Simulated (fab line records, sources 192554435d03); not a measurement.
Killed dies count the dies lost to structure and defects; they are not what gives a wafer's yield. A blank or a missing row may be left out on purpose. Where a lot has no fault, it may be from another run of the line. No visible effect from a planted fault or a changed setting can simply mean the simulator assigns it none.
Matching of chambers || flow n5_finfet || N5_BEOL_M2_CO_CAP_55 on cvd_co-01: 3 sister chambers
The step material Co, precursor CCTBA/H2, target thk 2 nm, time 102.1 s. 20 wafers are shown with their chamber, then 10 later ones without.

## WAFERS PAIRED WITH THEIR CHAMBERS
{"wafer": "L074.1", "chamber": 2, "heater_power_w (W)": 222}
{"wafer": "L074.2", "chamber": 1, "heater_power_w (W)": 278}
{"wafer": "L074.3", "chamber": 0, "heater_power_w (W)": 226}
{"wafer": "L076.1", "chamber": 0, "heater_power_w (W)": 225}
{"wafer": "L076.2", "chamber": 1, "heater_power_w (W)": 267}
{"wafer": "L076.4", "chamber": 2, "heater_power_w (W)": 218}
{"wafer": "L075.1", "chamber": 1, "heater_power_w (W)": 272}
{"wafer": "L075.2", "chamber": 0, "heater_power_w (W)": 221}
{"wafer": "L075.4", "chamber": 2, "heater_power_w (W)": 228}
{"wafer": "L077.1", "chamber": 1, "heater_power_w (W)": 271}
{"wafer": "L077.5", "chamber": 2, "heater_power_w (W)": 219}
{"wafer": "L077.6", "chamber": 0, "heater_power_w (W)": 223}
{"wafer": "L081.1", "chamber": 0, "heater_power_w (W)": 223}
{"wafer": "L081.2", "chamber": 2, "heater_power_w (W)": 220}
{"wafer": "L081.6", "chamber": 2, "heater_power_w (W)": 220}
{"wafer": "L083.1", "chamber": 0, "heater_power_w (W)": 225}
{"wafer": "L083.3", "chamber": 2, "heater_power_w (W)": 224}
{"wafer": "L083.5", "chamber": 0, "heater_power_w (W)": 221}
{"wafer": "L084.1", "chamber": 1, "heater_power_w (W)": 270}
{"wafer": "L084.3", "chamber": 2, "heater_power_w (W)": 222}

SIGNATURES (averages over the wafers above)
{"reading": "heater_power_w", "chamber 0": 223.43, "chamber 1": 271.60, "chamber 2": 221.62, "scatter within a chamber": 3.08}
Rule: for each reading, subtract the chamber's mean from the wafer's reading, divide by that reading's scatter and square the result; add these up over the readings and take the root, which gives the wafer's distance from the chamber. If the next closest chamber is less than 2 further off than the closest, the wafer can't be placed; otherwise it belongs to the closest. The scatter is the square root of a quotient: the sum, over the shown wafers, of each reading's squared deviation from its chamber's mean, divided by wafers minus chambers.

## WAFERS MISSING THEIR CHAMBER
{"wafer": "L084.6", "heater_power_w (W)": 266}
{"wafer": "L086.2", "heater_power_w (W)": 225}
{"wafer": "L086.5", "heater_power_w (W)": 227}
{"wafer": "L086.6", "heater_power_w (W)": 271}
{"wafer": "L087.3", "heater_power_w (W)": 268}
{"wafer": "L087.5", "heater_power_w (W)": 274}
{"wafer": "L087.6", "heater_power_w (W)": 223}
{"wafer": "L091.1", "heater_power_w (W)": 224}
{"wafer": "L091.5", "heater_power_w (W)": 278}
{"wafer": "L091.6", "heater_power_w (W)": 226}

## THE CHAMBER EACH PASSED THROUGH
{"wafer": "L084.6", "from the rows above": 1, "in truth": 1}
{"wafer": "L086.2", "from the rows above": "can't be placed: 0 or 2", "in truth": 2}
{"wafer": "L086.5", "from the rows above": "can't be placed: 0 or 2", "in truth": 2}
{"wafer": "L086.6", "from the rows above": 1, "in truth": 1}
{"wafer": "L087.3", "from the rows above": 1, "in truth": 1}
{"wafer": "L087.5", "from the rows above": 1, "in truth": 1}
{"wafer": "L087.6", "from the rows above": "can't be placed: 0 or 2", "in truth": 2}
{"wafer": "L091.1", "from the rows above": "can't be placed: 0 or 2", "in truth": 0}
{"wafer": "L091.5", "from the rows above": 1, "in truth": 1}
{"wafer": "L091.6", "from the rows above": "can't be placed: 0 or 2", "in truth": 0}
Correctly placed: 5 of 10. These rows do not allow placing 5 (true chamber among the candidates in 5). Wrongly placed: 0.
